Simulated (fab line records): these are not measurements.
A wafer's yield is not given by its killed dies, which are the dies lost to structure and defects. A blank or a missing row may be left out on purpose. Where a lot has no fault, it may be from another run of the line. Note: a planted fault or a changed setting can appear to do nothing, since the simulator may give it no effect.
One fault seen from 3 desks | flow n5 finfet | every desk sees just its own numbers, and what lay behind them comes last

## AT THE METROLOGY DESK
What the gauges read, lot by lot, whatever tool the lot ran on: means of the sampled wafers that have a number. If a lot's mean is further than 4 standard deviations from the usual mean, the lot is out of limits and carries the mark OUT (the distance appears in the brackets).
Columns: A = cd nm at N5_MIM_BOT_LITHO_CD_MEAS_08, usual 3000.6 nm; B = MIM_BOT_OVL at N5_MIM_BOT_LITHO_OVL_MEAS_11, usual -3 nm
lot  | first seen here | A      | B
L426 | day 11 23:32    | 3000.9 | 7
L437 | day 14 10:53    | 2999.8 | 0
L438 | day 16 03:21    | 3001.0 | -2
L441 | day 16 03:43    | 3000.2 | -6
L442 | day 16 09:44    | 3001.7 | 0
L444 | day 17 03:39    | 2999.8 | 4
This desk's verdict: no lot among the 6 shows anything out of limits.

## THE DEFECT DESK
Lot by lot, what the route's inspections counted, given as the mean of those sampled wafers with a number. If a lot's mean is further than 4 standard deviations from the usual mean, the lot is out of limits and carries the mark OUT (the distance appears in the brackets).
Columns: A = raw defect count at N5_MIM_BOT_LITHO_INSPECT_12, usual 2.2
lot  | first seen here | A
L426 | day 11 23:36    | 2.0
L437 | day 14 10:56    | 1.3
L438 | day 16 03:25    | 4.0
L441 | day 16 03:46    | 2.7
L442 | day 16 09:47    | 2.0
L444 | day 17 03:43    | 1.3
This desk's verdict: no lot among the 6 shows anything out of limits.

## THE TOOL OWNER'S DESK: rie diel-04
The tool's own readings at N5_MIM_BOT_ETCH_STRIP_01 (strips in O2): means of the sampled wafers that have a number, for each lot that ran on this tool. If a lot's mean is further than 4 standard deviations from the usual mean, the lot is out of limits and carries the mark OUT (the distance appears in the brackets).
Columns: A = chamber pressure mTorr at N5_MIM_BOT_ETCH_STRIP_01, usual 30.00 mTorr; B = drypump motor current A at N5_MIM_BOT_ETCH_STRIP_01, usual 5.8 A; C = oes product au at N5_MIM_BOT_ETCH_STRIP_01, usual 0.82 a.u.; D = rf vpp V at N5_MIM_BOT_ETCH_STRIP_01, usual 3.7 V; E = showerhead plenum p Torr at N5_MIM_BOT_ETCH_STRIP_01, usual 2.08 Torr; F = throttle valve pct at N5_MIM_BOT_ETCH_STRIP_01, usual 16.64 %
lot  | first seen here | A               | B   | C    | D   | E    | F
L437 | day 14 11:21    | 29.95           | 5.8 | 0.83 | 3.8 | 2.06 | 16.73
L441 | day 16 04:49    | 32.92 (+40) OUT | 5.7 | 0.77 | 2.5 | 2.05 | 16.72
L444 | day 17 04:08    | 32.99 (+41) OUT | 6.1 | 0.80 | 4.3 | 2.07 | 16.56
This desk's verdict: out of limits on L441, L444, starting with L441 at day 16 04:49 (chamber pressure mTorr at N5_MIM_BOT_ETCH_STRIP_01). L437 stayed within limits.

## PUT TOGETHER
The tool owner's desk could have raised an alarm at day 16 04:49, on L441, L444.
Metrology desk: nothing out of limits seen.
Nothing the defect desk looked at was out of limits.
The metrology desk holds a record of L441, L444, inside its limits.
The defect desk has L441, L444 on record, within its limits.
The lots listed all ran N5_MIM_BOT_ETCH_STRIP_01 on rie diel-04.

## WHAT THE SIMULATOR PUT IN
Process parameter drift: rie diel-04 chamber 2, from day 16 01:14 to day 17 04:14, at N5_MIM_BOT_ETCH_STRIP_01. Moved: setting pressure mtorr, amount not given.
Shown lots that were struck: L441, L444.
Each desk's first reading out of limits, in hours after the fault started: the tool owner's desk, 4.
